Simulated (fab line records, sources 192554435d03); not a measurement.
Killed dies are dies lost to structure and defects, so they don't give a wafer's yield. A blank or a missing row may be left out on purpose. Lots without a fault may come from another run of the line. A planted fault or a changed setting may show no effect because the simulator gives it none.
fab line records | flow n5_finfet
record lots=7 wafers=39
route steps=1938 shown ZERO_LAYER@4 FIN_SAQP@102 STI_FIN_REVEAL@190 HKMG_FIN@389 MOL_CONTACT_COAG@581 BEOL_M0_SAQP@648 BEOL_M2@841 BEOL_M3@980 BEOL_M6@1194 BEOL_M8@1377 BEOL_M10@1488 BEOL_M11@1573 BEOL_M13@1706 MIM_TOP_ETCH@1853 PASSIVATION@1936
start_h: hours from the record's first day to the start of the lot's first wafer shown | wait_h: hours since the lot's step before | " the same as in the row above | L1.1+2: a row that stands for several wafers | - no value, or no start given | * or withheld: withheld | < > ~ a bound
route shown NAME@n: a module of which the file shows steps, and the number in the route of the first | usual: mean/standard deviation of fault-free wafers | same: alike in all rows | chamber/n: place in a boat | sites: the reading at each site | _std_site: their standard deviation | _edge_site: outer sites' mean less inner sites' | radius_mm: how far each site lies from the wafer's centre | mask NAME#n: copy n | behind: the tool/chamber that last shaped the wafer | hold: why the lot was held/for how many hours/how that ended | device: the transistor (n, p or np) that didn't switch | end of line: the same wafers' tests at the end of the route | a step without rows: its recipe alone | killed: dies lost to structure and defects at the first sort, not the wafer's yield | map: a wafer's dies, x killed, . not, _ none there
set.NAME: the setting as run; set.NAME@STEP: as run at that earlier step | model.NAME: the simulator's own value behind a step, which no gauge read
lots whose settings were changed on purpose; a table a step, a row a wafer
## steps
# step N5_ZERO_LAYER_PECVD_02
# recipe material=SiO2 target_thk_a=100 temp_c=400 precursor=SiH4/N2O pressure_torr=0.75 rf_w=275 time_s=6
# step N5_FIN_SAQP_HM_DEP_72
# recipe material=SiO2 target_thk_a=120 temp_c=400 precursor=SiH4/N2O pressure_torr=0.75 rf_w=275 time_s=7.2
# step N5_STI_FIN_REVEAL_ETCHBACK_08
# recipe chemistry=C4F6/O2 target=SiO2 target_depth_a=305 time_s=10.167 ion_energy_ev=250 pressure_mtorr=30 source_w=345 bias_w=185 Ar_flow_sccm=300 C4F6_flow_sccm=10 O2_flow_sccm=10
# step N5_HKMG_FIN_ALD_75
# recipe material=Al2O3 target_thk_a=10 temp_c=150 ald_precursor_family=TMA ald_co_reactant=H2O pulse_time_s=withheld co_reactant_pulse_time_s=1
# step N5_MOL_CONTACT_COAG_ETCH_91
# recipe chemistry=N2/H2 target=SOC target_depth_a=600 overetch_a=210 mask_material=SiARC temp_c=40 time_s=101.2 ion_energy_ev=200 pressure_mtorr=30 source_w=840 bias_w=150 n2_flow_sccm=200 h2_flow_sccm=200
# step N5_BEOL_M0_SAQP_DEVELOP_13
# recipe develop_time_s=30 developer=TMAH resist=CAR-ArF dev_temp_c=23 rinse_liquid=diw dry=air_spin
# step N5_BEOL_M2_ILD_DEP_00
# recipe material=SiOC target_thk_a=790 temp_c=350 precursor=DEMS/O2 pressure_torr=5 rf_w=500 time_s=15.3
# step N5_BEOL_M3_TRENCH_ETCH_37
# recipe chemistry=C4F6/O2 target_depth_a=555.55 target=SiOC time_s=29.2 ion_energy_ev=250 pressure_mtorr=30 source_w=355 bias_w=185 Ar_flow_sccm=300 C4F6_flow_sccm=10 O2_flow_sccm=10
# step N5_BEOL_M6_ILD_DEP_00
# recipe material=SiCOH_lowk target_thk_a=1797.5 temp_c=300 precursor=DEMS/porogen pressure_torr=5 rf_w=500 time_s=33.4
# step N5_BEOL_M8_TRENCH_ETCH_37
# recipe chemistry=C4F6/O2 target_depth_a=934.78 target=SiCOH_lowk time_s=31.2 ion_energy_ev=250 pressure_mtorr=30 source_w=345 bias_w=185 Ar_flow_sccm=300 C4F6_flow_sccm=10 O2_flow_sccm=10
# step N5_BEOL_M10_ETCH_62
# recipe chemistry=N2/H2 target=SOC target_depth_a=1100 overetch_a=220 mask_material=SiARC temp_c=40 time_s=165 ion_energy_ev=200 pressure_mtorr=30 source_w=840 bias_w=150 n2_flow_sccm=200 h2_flow_sccm=200
# step N5_BEOL_M11_ETCH_66
# recipe chemistry=N2/H2 target=SOC target_depth_a=1200 overetch_a=240 mask_material=SiARC temp_c=40 time_s=180 ion_energy_ev=200 pressure_mtorr=30 source_w=840 bias_w=150 n2_flow_sccm=200 h2_flow_sccm=200
# step N5_BEOL_M13_SPUTTER_44
# recipe material=Ta target_thk_a=100 temp_c=50 bias_v=80 power_w=15000 chamber_pressure_pa=0.07 time_s=16.13
# step N5_MIM_TOP_ETCH_PECVD_03
# recipe material=SiNx target_thk_a=200 temp_c=400 precursor=SiH4/NH3/N2 pressure_torr=1.5 rf_w=300 time_s=17.6
# step N5_PASSIVATION_PROBE_49
# usual sort_bin_5_function=5.0/1
# columns lot.wafer tool chamber start_h wait_h set.time_s@ZERO_LAYER_PECVD_02 set.target_thk_a@FIN_SAQP_HM_DEP_72 set.time_s@STI_FIN_REVEAL_ETCHBACK_08 set.target_thk_a@HKMG_FIN_ALD_75 set.target_depth_a@MOL_CONTACT_COAG_ETCH_91 set.develop_time_s@BEOL_M0_SAQP_DEVELOP_13 set.target_thk_a@BEOL_M2_ILD_DEP_00 set.target_depth_a@BEOL_M3_TRENCH_ETCH_37 set.time_s@BEOL_M6_ILD_DEP_00 set.target_depth_a@BEOL_M8_TRENCH_ETCH_37 set.time_s@BEOL_M10_ETCH_62 set.time_s@BEOL_M11_ETCH_66 set.target_thk_a@BEOL_M13_SPUTTER_44 set.time_s@MIM_TOP_ETCH_PECVD_03 sort_bin_5_function[%]
L081.1 prober-02 - 330.82 0.0 6 120 10.167 10 412.9 30 790 646.9 33.4 934.78 193.2 96.31 49.55 9.978 95.3
L081.2 prober-02 - 330.87 0.1 6 120 10.167 11.65 600 30 790 555.55 33.4 934.78 165 180 100 9.978 6.3
L081.3 prober-02 - 330.92 0.1 4.763 120 10.167 10 600 20.73 790 555.55 33.4 934.78 193.2 180 100 17.6 7.6
L081.4 prober-02 - 330.97 0.2 4.763 120 10.167 10 600 20.73 333.6 646.9 33.4 934.78 165 180 49.55 17.6 5.8
L081.5 prober-02 - 331.02 0.2 6 120 10.167 11.65 412.9 20.73 333.6 555.55 33.4 934.78 165 96.31 49.55 17.6 9.1
L081.6 prober-02 - 331.07 0.3 4.763 120 10.167 11.65 412.9 30 333.6 646.9 33.4 934.78 193.2 96.31 100 9.978 18.7
L082.1 prober-02 - 348.89 0.0 6 177.5 10.167 7.009 772.5 30 1193 555.55 33.4 934.78 165 180 100 17.6 95.8
L082.2 prober-02 - 348.94 0.1 6 177.5 10.167 7.009 600 30 790 738.5 42.94 554.6 165 180 100 17.6 4.0
L082.3 prober-02 - 348.99 0.1 6 120 15.66 10 772.5 30 1193 738.5 33.4 554.6 68.06 180 100 17.6 95.9
L082.4 prober-02 - 349.04 0.2 4.903 177.5 15.66 10 600 30 790 555.55 33.4 934.78 165 180 100 17.6 5.8
L082.5 prober-02 - 349.09 0.2 4.903 120 15.66 7.009 772.5 30 790 555.55 42.94 554.6 68.06 180 100 17.6 88.1
L082.6 prober-02 - 349.14 0.3 4.903 120 10.167 10 600 30 1193 738.5 42.94 934.78 68.06 180 100 17.6 96.2
L084.1 prober-01 - 350.56 0.0 9.385 120 10.167 10 600 30 790 555.55 33.4 934.78 136.3 180 100 17.6 3.8
L084.2 prober-01 - 350.61 0.1 6 71.44 10.167 4.088 600 30 1247 555.55 33.4 934.78 136.3 180 49.09 12.57 96.6
L084.3 prober-01 - 350.66 0.1 9.385 71.44 10.167 4.088 600 30 790 555.55 33.4 934.78 165 180 49.09 12.57 4.7
L084.4 prober-01 - 350.71 0.2 6 120 10.167 4.088 695.9 30 790 555.55 33.4 934.78 165 180 100 12.57 4.8
L084.5 prober-01 - 350.76 0.2 6 71.44 10.167 10 695.9 30 1247 555.55 33.4 934.78 136.3 180 100 17.6 97.2
L084.6 prober-01 - 350.81 0.3 9.385 120 10.167 10 695.9 30 1247 555.55 33.4 934.78 165 180 49.09 17.6 97.2
L083.1 prober-01 - 356.03 0.0 6 120 10.167 10 600 30 790 555.55 52.11 934.78 165 180 130.1 17.6 97.2
L083.2 prober-01 - 356.08 0.1 6 59.12 7.683 10 600 36.87 1118 555.55 33.4 934.78 165 111 100 17.6 97.2
L083.3 prober-01 - 356.13 0.1 6 120 7.683 10 690.5 36.87 1118 555.55 52.11 934.78 165 180 100 25.35 96.5
L083.4 prober-01 - 356.18 0.2 6 59.12 7.683 10 600 30 790 555.55 52.11 1224 165 111 100 17.6 95.5
L083.5 prober-01 - 356.23 0.2 6 59.12 10.167 10 690.5 36.87 790 555.55 33.4 1224 165 111 130.1 25.35 89.9
L083.6 prober-01 - 356.28 0.3 6 120 10.167 10 690.5 30 1118 555.55 33.4 1224 165 180 130.1 25.35 96.5
L079.1 prober-02 - 361.60 0.0 6 120 10.167 10 600 30 790 555.55 21.3 934.78 165 180 100 17.6 6.6
L079.2 prober-02 - 361.65 0.1 6 85.72 10.167 10 600 30 790 555.55 21.3 934.78 213 180 100 27.42 5.5
L079.3 prober-02 - 361.70 0.1 6 120 10.167 10 600 30 790 555.55 33.4 934.78 213 93.05 100 17.6 95.4
L079.4 prober-02 - 361.75 0.2 6 85.72 10.167 10 600 30 790 555.55 33.4 934.78 165 93.05 100 27.42 96.2
L079.5 prober-02 - 361.80 0.2 6 85.72 10.167 10 600 30 790 555.55 21.3 934.78 165 93.05 100 17.6 93.2
L079.6 prober-02 - 361.85 0.3 6 120 10.167 10 600 30 790 555.55 33.4 934.78 213 180 100 27.42 6.7
L086.1 prober-01 - 390.30 0.0 6 120 10.167 10 600 30 790 555.55 33.4 934.78 165 180 100 17.6 6.3
L086.5 prober-01 - 390.50 0.2 6 120 10.167 10 600 30 790 555.55 33.4 934.78 165 180 100 17.6 4.5
L086.6 prober-01 - 390.55 0.3 6 120 10.167 10 600 30 790 555.55 33.4 934.78 165 180 100 17.6 5.3
L093.1 prober-01 - 401.06 0.0 6 49.07 13.62 10 600 30 790 555.55 48.47 385.7 95.46 219.8 75.95 27.96 94.6
L093.2 prober-01 - 401.11 0.1 6 120 13.62 7.47 600 30 431.4 555.55 33.4 385.7 165 219.8 100 17.6 5.1
L093.3 prober-01 - 401.16 0.1 9.226 49.07 10.167 7.47 600 30 431.4 555.55 48.47 934.78 95.46 180 100 27.96 5.0
L093.4 prober-01 - 401.21 0.2 6 120 10.167 7.47 724.7 30 790 555.55 48.47 934.78 165 219.8 75.95 27.96 96.3
L093.5 prober-01 - 401.26 0.2 9.226 49.07 13.62 10 724.7 30 431.4 555.55 33.4 385.7 165 180 75.95 17.6 4.0
L093.6 prober-01 - 401.31 0.3 9.226 120 10.167 10 724.7 30 790 555.55 33.4 934.78 95.46 180 100 17.6 96.7
# killed by level:class
L081.1 BEOL_M11:area_etch=988 MOL_CONTACT_COAG:area_etch=45 FIN_SAQP:geometric_particle:open=19 BEOL_M4:geometric_particle:open=19 BEOL_M3:geometric_particle:open=14 FIN_SAQP:geometric_particle:short=11 BEOL_M1:geometric_particle:open=11 BEOL_M0_SAQP:geometric_particle:open=10
L081.2 BEOL_M3:geometric_particle:open=20 BEOL_M4:geometric_particle:open=15 FIN_SAQP:geometric_particle:open=10 BEOL_M0_SAQP:geometric_particle:short=8 FIN_SAQP:geometric_particle:short=7 MOL_CONTACT_COAG:geometric_particle:open=6 BEOL_M0_SAQP:geometric_particle:open=5 DUMMY_GATE:geometric_particle:open=4
L081.3 MOL_CONTACT_COAG:geometric_particle:open=26 BEOL_M4:geometric_particle:open=12 BEOL_M0_SAQP:geometric_particle:open=11 GATE_CUT:geometric_particle:short=10 FIN_SAQP:geometric_particle:open=7 BEOL_M0_SAQP:geometric_particle:short=7 STI_FIN_REVEAL:geometric_particle:open=6 BEOL_M3:geometric_particle:open=6
L081.4 BEOL_M2:area_dep=1062 BEOL_M0_SAQP:geometric_particle:short=24 BEOL_M4:geometric_particle:open=14 FIN_SAQP:geometric_particle:short=12 STI_FIN_REVEAL:geometric_particle:open=10 BEOL_M0_SAQP:geometric_particle:open=8 MOL_CONTACT_COAG:geometric_particle:open=6 BEOL_M3:geometric_particle:open=6
L081.5 BEOL_M2:area_dep=1025 BEOL_M4:geometric_particle:open=18 BEOL_M0_SAQP:geometric_particle:open=16 MOL_CONTACT_COAG:geometric_particle:open=14 BEOL_M3:geometric_particle:open=14 MOL_CONTACT_COAG:area_etch=13 BEOL_M0_SAQP:geometric_particle:short=10 BEOL_M1:geometric_particle:open=10
L081.6 BEOL_M2:area_dep=900 MOL_CONTACT_COAG:area_etch=144 FIN_SAQP:geometric_particle:open=18 FIN_SAQP:geometric_particle:short=14 BEOL_M4:geometric_particle:open=14 BEOL_M0_SAQP:geometric_particle:short=11 STI_FIN_REVEAL:geometric_particle:open=10 BEOL_M0_SAQP:geometric_particle:open=9
L082.1 BEOL_M2:area_dep=1063 BEOL_M0_SAQP:geometric_particle:open=15 FIN_SAQP:geometric_particle:short=14 BEOL_M0_SAQP:geometric_particle:short=14 FIN_SAQP:geometric_particle:open=11 BEOL_M4:geometric_particle:open=7 BEOL_M2:geometric_particle:open=6 MOL_CONTACT_COAG:geometric_particle:short=5
L082.2 BEOL_M8:area_ecd=152 BEOL_M0_SAQP:geometric_particle:open=15 FIN_SAQP:geometric_particle:short=12 BEOL_M0_SAQP:geometric_particle:short=11 GATE_CUT:geometric_particle:short=6 BEOL_M3:geometric_particle:open=6 BEOL_M2:geometric_particle:open=6 MOL_CONTACT_COAG:geometric_particle:open=5
L082.3 BEOL_M2:area_dep=1084 MOL_CONTACT_COAG:geometric_particle:open=15 FIN_SAQP:geometric_particle:open=11 BEOL_M2:geometric_particle:open=8 BEOL_M0_SAQP:geometric_particle:short=7 STARTING-WAFER:geometric_particle:short=6 MOL_CONTACT_COAG:geometric_particle:short=5 BEOL_M3:geometric_particle:open=5
L082.4 FIN_SAQP:geometric_particle:short=8 MOL_CONTACT_COAG:geometric_particle:open=7 BEOL_M0_SAQP:geometric_particle:short=7 BEOL_M0_SAQP:geometric_particle:open=7 BEOL_M2:geometric_particle:open=7 BEOL_M4:geometric_particle:open=7 FIN_SAQP:geometric_particle:open=6 BEOL_M3:geometric_particle:open=4
L082.5 BEOL_M10:area_etch=972 BEOL_M8:area_ecd=85 BEOL_M0_SAQP:geometric_particle:short=20 BEOL_M2:geometric_particle:open=12 FIN_SAQP:geometric_particle:open=11 FIN_SAQP:geometric_particle:short=10 MOL_CONTACT_COAG:geometric_particle:open=10 STI_FIN_REVEAL:geometric_particle:open=8
L082.6 BEOL_M2:area_dep=1083 BEOL_M0_SAQP:geometric_particle:open=15 BEOL_M0_SAQP:geometric_particle:short=12 BEOL_M2:geometric_particle:open=12 MOL_CONTACT_COAG:geometric_particle:short=7 MOL_CONTACT_COAG:geometric_particle:open=6 BEOL_M1:geometric_particle:open=4 GATE_CUT:geometric_particle:short=4
L084.1 FIN_SAQP:geometric_particle:short=8 BEOL_M1:geometric_particle:open=7 PASS1_CAP:geometric_particle:short=6 MOL_CONTACT_COAG:geometric_particle:open=5 BEOL_M0_SAQP:geometric_particle:short=5 BEOL_M4:geometric_particle:open=5 PASS1_CAP:geometric_particle:open=5 DUMMY_GATE:geometric_particle:open=4
L084.2 BEOL_M2:area_dep=1088 FIN_SAQP:geometric_particle:open=13 FIN_SAQP:geometric_particle:short=11 MOL_CONTACT_COAG:geometric_particle:open=11 BEOL_M4:geometric_particle:open=11 GATE_CUT:geometric_particle:short=5 STI_FIN_REVEAL:geometric_particle:open=4 MOL_CONTACT_COAG:geometric_particle:short=4
L084.3 FIN_SAQP:geometric_particle:short=11 BEOL_M2:geometric_particle:open=9 FIN_SAQP:geometric_particle:open=8 BEOL_M1:geometric_particle:open=6 BEOL_M3:geometric_particle:open=6 BEOL_M5:geometric_particle:open=6 MOL_CONTACT_COAG:geometric_particle:open=4 BEOL_M4:geometric_particle:open=4
L084.4 MOL_CONTACT_COAG:geometric_particle:open=9 BEOL_M4:geometric_particle:open=7 FIN_SAQP:geometric_particle:short=5 GATE_CUT:geometric_particle:open=5 BEOL_M0_SAQP:geometric_particle:short=5 BEOL_M0_SAQP:geometric_particle:open=5 BEOL_M5:geometric_particle:open=5 GATE_CUT:geometric_particle:short=4
L084.5 BEOL_M2:area_dep=1100 BEOL_M0_SAQP:geometric_particle:short=7 BEOL_M4:geometric_particle:open=7 FIN_SAQP:geometric_particle:short=6 FIN_SAQP:geometric_particle:open=5 BEOL_M0_SAQP:geometric_particle:open=5 STARTING-WAFER:geometric_particle:open=5 STI_FIN_REVEAL:geometric_particle:open=4
L084.6 BEOL_M2:area_dep=1092 FIN_SAQP:geometric_particle:open=15 MOL_CONTACT_COAG:geometric_particle:open=11 FIN_SAQP:geometric_particle:short=7 BEOL_M1:geometric_particle:open=6 STI_FIN_REVEAL:geometric_particle:open=4 GATE_CUT:geometric_particle:short=4 BEOL_M3:geometric_particle:open=4
L083.1 BEOL_M6:area_etch=1094 BEOL_M4:geometric_particle:open=11 BEOL_M1:geometric_particle:open=7 FIN_SAQP:geometric_particle:short=5 STI_FIN_REVEAL:geometric_particle:open=5 BEOL_M0_SAQP:geometric_particle:short=5 STARTING-WAFER:geometric_particle:open=5 DUMMY_GATE:geometric_particle:open=4
L083.2 BEOL_M2:area_dep=1084 BEOL_M0_SAQP:geometric_particle:open=12 BEOL_M0_SAQP:geometric_particle:short=12 MOL_CONTACT_COAG:geometric_particle:open=8 FIN_SAQP:geometric_particle:short=7 FIN_SAQP:geometric_particle:open=5 BEOL_M4:geometric_particle:open=5 MIM_TOP_ETCH:geometric_particle:short=5
L083.3 BEOL_M2:area_dep=1078 STI_FIN_REVEAL:geometric_particle:open=24 BEOL_M0_SAQP:geometric_particle:open=12 BEOL_M0_SAQP:geometric_particle:short=8 FIN_SAQP:geometric_particle:short=6 MOL_CONTACT_COAG:geometric_particle:open=5 BEOL_M4:geometric_particle:open=5 MIM_TOP:geometric_particle:open=4
L083.4 BEOL_M6:area_etch=1071 BEOL_M0_SAQP:geometric_particle:open=9 FIN_SAQP:geometric_particle:open=8 BEOL_M3:geometric_particle:open=7 MOL_CONTACT_COAG:geometric_particle:open=7 BEOL_M2:geometric_particle:open=7 BEOL_M5:geometric_particle:open=7 BEOL_M0_SAQP:geometric_particle:short=6
L083.5 BEOL_M11:area_etch=1016 MIM_TOP_ETCH:area_pecvd=73 BEOL_M3:geometric_particle:open=12 BEOL_M0_SAQP:geometric_particle:open=8 FIN_SAQP:geometric_particle:short=7 BEOL_M0_SAQP:geometric_particle:short=7 FIN_SAQP:geometric_particle:open=5 STI_FIN_REVEAL:geometric_particle:open=5
L083.6 BEOL_M2:area_dep=1082 BEOL_M0_SAQP:geometric_particle:open=8 FIN_SAQP:geometric_particle:short=7 FIN_SAQP:geometric_particle:open=7 BEOL_M0_SAQP:geometric_particle:short=7 BEOL_M1:geometric_particle:open=7 ILD0:geometric_particle:open=6 BEOL_M3:geometric_particle:open=5
L079.1 BEOL_M6:area_dep=259 BEOL_M1:geometric_particle:open=20 STI_FIN_REVEAL:geometric_particle:open=17 BEOL_M3:geometric_particle:open=16 BEOL_M2:geometric_particle:open=6 MOL_CONTACT_COAG:geometric_particle:open=5 GATE_CUT:geometric_particle:short=4 GATE_CUT:geometric_particle:open=4
L079.2 MIM_TOP_ETCH:area_pecvd=1083 BEOL_M0_SAQP:geometric_particle:short=14 BEOL_M0_SAQP:geometric_particle:open=13 MOL_CONTACT_COAG:geometric_particle:open=12 BEOL_M1:geometric_particle:open=10 BEOL_M3:geometric_particle:open=5 FIN_SAQP:geometric_particle:open=4 ILD0:geometric_particle:short=4
L079.3 BEOL_M11:area_etch=1059 MOL_CONTACT_COAG:geometric_particle:open=14 BEOL_M0_SAQP:geometric_particle:short=13 STI_FIN_REVEAL:geometric_particle:open=12 BEOL_M1:geometric_particle:open=11 BEOL_M3:geometric_particle:open=8 BEOL_M0_SAQP:geometric_particle:open=6 BEOL_M1:geometric_particle:short=6
L079.4 BEOL_M11:area_etch=1067 BEOL_M2:geometric_particle:open=13 MOL_CONTACT_COAG:geometric_particle:open=13 BEOL_M3:geometric_particle:open=10 BEOL_M1:geometric_particle:open=10 BEOL_M0_SAQP:geometric_particle:open=6 STI_FIN_REVEAL:geometric_particle:open=5 DUMMY_GATE:geometric_particle:open=5
L079.5 BEOL_M11:area_etch=1036 BEOL_M6:area_dep=31 MOL_CONTACT_COAG:geometric_particle:open=22 BEOL_M2:geometric_particle:open=9 BEOL_M0_SAQP:geometric_particle:open=7 BEOL_M1:geometric_particle:open=7 FIN_SAQP:geometric_particle:open=5 STI_FIN_REVEAL:geometric_particle:open=5
L079.6 MIM_TOP_ETCH:area_pecvd=1059 BEOL_M1:geometric_particle:open=18 MOL_CONTACT_COAG:geometric_particle:open=13 STI_FIN_REVEAL:geometric_particle:open=12 BEOL_M0_SAQP:geometric_particle:short=11 BEOL_M3:geometric_particle:open=9 BEOL_M2:geometric_particle:open=7 FIN_SAQP:geometric_particle:short=6
L086.1 FIN_SAQP:geometric_particle:short=16 FIN_SAQP:geometric_particle:open=12 BEOL_M0_SAQP:geometric_particle:short=11 BEOL_M0_SAQP:geometric_particle:open=11 MOL_CONTACT_COAG:geometric_particle:open=10 BEOL_M4:geometric_particle:short=9 STI_FIN_REVEAL:geometric_particle:open=7 DUMMY_GATE:geometric_particle:short=4
L086.5 MOL_CONTACT_COAG:geometric_particle:open=9 FIN_SAQP:geometric_particle:short=6 STI_FIN_REVEAL:geometric_particle:open=6 BEOL_M0_SAQP:geometric_particle:short=5 FIN_SAQP:geometric_particle:open=4 MOL_CONTACT_COAG:geometric_particle:short=4 BEOL_M1:geometric_particle:open=4 BEOL_M3:geometric_particle:open=4
L086.6 MOL_CONTACT_COAG:geometric_particle:open=15 BEOL_M0_SAQP:geometric_particle:open=15 BEOL_M3:geometric_particle:open=8 BEOL_M0_SAQP:geometric_particle:short=6 STI_FIN_REVEAL:geometric_particle:open=5 DUMMY_GATE:geometric_particle:open=5 ILD0:geometric_particle:open=5 BEOL_M5:geometric_particle:open=5
L093.1 BEOL_M8:area_ecd=1042 BEOL_M0_SAQP:geometric_particle:open=13 FIN_SAQP:geometric_particle:short=12 BEOL_M4:geometric_particle:open=11 FIN_SAQP:geometric_particle:open=9 BEOL_M0_SAQP:geometric_particle:short=8 GATE_CUT:geometric_particle:open=7 MOL_CONTACT_COAG:geometric_particle:short=6
L093.2 BEOL_M2:area_dep=1078 BEOL_M3:geometric_particle:open=12 MOL_CONTACT_COAG:geometric_particle:open=10 BEOL_M0_SAQP:geometric_particle:open=8 FIN_SAQP:geometric_particle:open=7 DUMMY_GATE:geometric_particle:open=6 BEOL_M0_SAQP:geometric_particle:short=5 STARTING-WAFER:geometric_particle:open=5
L093.3 BEOL_M2:area_dep=1068 FIN_SAQP:geometric_particle:short=14 FIN_SAQP:geometric_particle:open=9 DUMMY_GATE:geometric_particle:open=9 BEOL_M0_SAQP:geometric_particle:open=9 BEOL_M0_SAQP:geometric_particle:short=9 BEOL_M4:geometric_particle:open=9 GATE_CUT:geometric_particle:open=7
L093.4 BEOL_M6:area_etch=1070 BEOL_M4:geometric_particle:open=15 DUMMY_GATE:geometric_particle:open=7 MOL_CONTACT_COAG:geometric_particle:open=6 BEOL_M3:geometric_particle:open=6 PAD_METAL:geometric_particle:open=6 BEOL_M4:geometric_particle:short=6 FIN_SAQP:geometric_particle:short=5
L093.5 BEOL_M2:area_dep=1083 FIN_SAQP:geometric_particle:open=16 FIN_SAQP:geometric_particle:short=10 BEOL_M0:geometric_particle:open=8 STARTING-WAFER:geometric_particle:open=6 BEOL_M1:geometric_particle:open=6 BEOL_M4:geometric_particle:open=6 MOL_CONTACT_COAG:geometric_particle:open=5
L093.6 BEOL_M10:area_etch=1080 FIN_SAQP:geometric_particle:short=11 MOL_CONTACT_COAG:geometric_particle:open=11 BEOL_M4:geometric_particle:open=7 DUMMY_GATE:geometric_particle:open=6 BEOL_M5:geometric_particle:open=6 FIN_SAQP:geometric_particle:open=5 GATE_CUT:geometric_particle:open=5
## key
split step=N5_ZERO_LAYER_PECVD_02 setting=time_s stated_as=6
response none clear
split step=N5_FIN_SAQP_HM_DEP_72 setting=target_thk_a stated_as=120
response none clear
split step=N5_STI_FIN_REVEAL_ETCHBACK_08 setting=time_s stated_as=10.167
response none clear
split step=N5_HKMG_FIN_ALD_75 setting=target_thk_a stated_as=10
response none clear
split step=N5_MOL_CONTACT_COAG_ETCH_91 setting=target_depth_a stated_as=600
response none clear
split step=N5_BEOL_M0_SAQP_DEVELOP_13 setting=develop_time_s stated_as=30
response none clear
split step=N5_BEOL_M2_ILD_DEP_00 setting=target_thk_a stated_as=790
response step=N5_PASSIVATION_PROBE_49 reading=sort_bin_5_function slope=+1.14 per=1% together_with=all explained=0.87
split step=N5_BEOL_M3_TRENCH_ETCH_37 setting=target_depth_a stated_as=555.55
response none clear
split step=N5_BEOL_M6_ILD_DEP_00 setting=time_s stated_as=33.4
response none clear
split step=N5_BEOL_M8_TRENCH_ETCH_37 setting=target_depth_a stated_as=934.78
response none clear
split step=N5_BEOL_M10_ETCH_62 setting=time_s stated_as=165
response none clear
split step=N5_BEOL_M11_ETCH_66 setting=time_s stated_as=180
response step=N5_PASSIVATION_PROBE_49 reading=sort_bin_5_function slope=-1.53 per=1% together_with=all explained=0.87
split step=N5_BEOL_M13_SPUTTER_44 setting=target_thk_a stated_as=100
response none clear
split step=N5_MIM_TOP_ETCH_PECVD_03 setting=time_s stated_as=17.6
response none clear
